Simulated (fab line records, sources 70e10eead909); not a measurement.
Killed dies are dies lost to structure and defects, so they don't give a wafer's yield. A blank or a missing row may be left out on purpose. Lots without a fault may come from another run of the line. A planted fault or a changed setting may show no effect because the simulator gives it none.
Chamber matching | flow nand_harc | NHARC_P_GATE_ETCH_104 on rie_diel-05: 4 sister chambers
The step etches the open film in CF4/CHF3, target depth 60 nm. 20 wafers are shown with their chamber, then 10 later ones without.

WAFERS WITH THEIR CHAMBER
wafer  | chamber | showerhead_plenum_p_Torr (Torr) | drypump_motor_current_A (A) | rf_vpp_V (V)
L074.2 | 1       | 1.67                            | 4.9                         | 373.3
L074.3 | 2       | 1.56                            | 5.5                         | 369.6
L074.5 | 0       | 1.65                            | 5.8                         | 374.7
L075.1 | 2       | 1.56                            | 5.5                         | 371.7
L075.4 | 0       | 1.66                            | 5.8                         | 374.8
L075.6 | 3       | 1.48                            | 5.3                         | 366.6
L076.2 | 0       | 1.65                            | 5.8                         | 374.2
L076.4 | 3       | 1.48                            | 5.3                         | 367.5
L076.5 | 0       | 1.65                            | 5.8                         | 372.8
L080.2 | 2       | 1.56                            | 5.4                         | 369.1
L080.3 | 1       | 1.67                            | 5.0                         | 374.1
L080.5 | 3       | 1.48                            | 5.3                         | 366.2
L081.2 | 1       | 1.67                            | 4.9                         | 373.2
L081.4 | 0       | 1.65                            | 5.8                         | 373.7
L081.5 | 1       | 1.67                            | 4.9                         | 374.0
L082.2 | 1       | 1.67                            | 5.0                         | 373.3
L082.5 | 2       | 1.56                            | 5.4                         | 370.3
L082.6 | 1       | 1.67                            | 4.9                         | 374.6
L083.1 | 3       | 1.48                            | 5.3                         | 366.1
L083.4 | 2       | 1.56                            | 5.4                         | 371.3

SIGNATURES (means of the wafers above)
reading                  | chamber 0 | chamber 1 | chamber 2 | chamber 3 | scatter within a chamber
showerhead_plenum_p_Torr | 1.6520    | 1.6700    | 1.5600    | 1.4800    | 0.00224
drypump_motor_current_A  | 5.800     | 4.933     | 5.440     | 5.300     | 0.0398
rf_vpp_V                 | 374.040   | 373.750   | 370.400   | 366.600   | 0.805
Rule: a wafer's distance from a chamber is the root of the sum, over the readings, of the square of ((its reading less the chamber's mean) divided by the reading's scatter). The wafer belongs to the nearest chamber; if the next one is less than 2 further off, it can't be placed. The scatter: the root of (the sum of the squares of (reading less its chamber's mean) over the shown wafers, divided by (wafers less chambers)).

WAFERS WITHOUT THEIR CHAMBER
wafer  | showerhead_plenum_p_Torr (Torr) | drypump_motor_current_A (A) | rf_vpp_V (V)
L083.6 | 1.65                            | 5.8                         | 373.7
L090.1 | 1.65                            | 5.8                         | 372.2
L090.3 | 1.48                            | 5.3                         | 367.5
L090.4 | 1.56                            | 5.4                         | 369.1
L092.1 | 1.48                            | 5.4                         | 367.2
L092.2 | 1.65                            | 5.8                         | 372.9
L092.3 | 1.67                            | 5.0                         | 373.2
L095.1 | 1.56                            | 5.5                         | 371.0
L095.4 | 1.67                            | 5.0                         | 373.9
L095.5 | 1.65                            | 5.8                         | 374.0

WHICH CHAMBER EACH WENT THROUGH
wafer  | from the rows above | in truth
L083.6 | 0                   | 0
L090.1 | 0                   | 0
L090.3 | 3                   | 3
L090.4 | 2                   | 2
L092.1 | 3                   | 3
L092.2 | 0                   | 0
L092.3 | 1                   | 1
L095.1 | 2                   | 2
L095.4 | 1                   | 1
L095.5 | 0                   | 0
Placed correctly: 10 of 10. Can't be placed from these rows: 0. Placed wrongly: 0.
